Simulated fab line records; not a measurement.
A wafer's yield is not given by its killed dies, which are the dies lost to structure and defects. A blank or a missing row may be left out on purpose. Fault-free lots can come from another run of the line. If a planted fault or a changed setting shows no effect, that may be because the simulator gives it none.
Chamber matching -- flow nand harc -- NHARC_P_M0_ETCH_34 on rie diel-10 has 4 sister chambers
The step etches the open film in N2/H2, target depth 40 nm, overetch 12 nm, time 43.94 s. 14 wafers are shown with their chamber, then 7 later ones without.

EACH WAFER AND ITS CHAMBER
wafer,chamber,drypump motor current A (A),rf vpp V (V),throttle valve pct (%)
L080.2,2,4.9,427,14.166
L080.5,1,5.4,432,14.188
L080.6,0,5.3,426,14.170
L082.1,1,5.5,431,14.169
L082.2,0,5.3,427,14.171
L082.6,1,5.5,433,14.184
L085.2,0,5.3,427,14.173
L085.3,3,6.1,430,14.175
L085.4,2,4.9,426,14.181
L091.2,1,5.4,432,14.161
L091.3,2,4.9,427,14.167
L091.4,3,6.1,431,14.169
L095.2,2,4.9,428,14.174
L095.4,3,6.0,431,14.185

SIGNATURES (averages over the wafers above)
reading,chamber 0,chamber 1,chamber 2,chamber 3,scatter within a chamber
drypump motor current A,5.300,5.450,4.900,6.067,0.0408
rf vpp V,426.67,432.00,427.00,430.67,0.73
throttle valve pct,14.17133,14.17550,14.17200,14.17633,0.00873
Rule: for a wafer and a chamber, the distance is found by dividing, reading by reading, the gap between the wafer's reading and the chamber's mean by the reading's scatter, squaring, summing and taking the root. If the next closest chamber is less than 2 further off than the closest, the wafer can't be placed; otherwise it belongs to the closest. The scatter is the square root of a quotient: the sum, over the shown wafers, of each reading's squared deviation from its chamber's mean, divided by wafers minus chambers.

WAFERS WITHOUT THEIR CHAMBER
wafer,drypump motor current A (A),rf vpp V (V),throttle valve pct (%)
L095.6,4.9,427,14.178
L096.1,5.4,431,14.165
L096.3,6.0,430,14.181
L096.5,5.3,426,14.167
L097.2,4.9,427,14.162
L097.3,6.0,430,14.189
L097.4,5.3,426,14.184

WHICH CHAMBER EACH ONE RAN IN
wafer,from the rows above,in truth
L095.6,2,2
L096.1,1,1
L096.3,3,3
L096.5,0,0
L097.2,2,2
L097.3,3,3
L097.4,0,0
7 of 7 placed correctly. Number that these rows cannot place: 0. 0 placed wrongly.
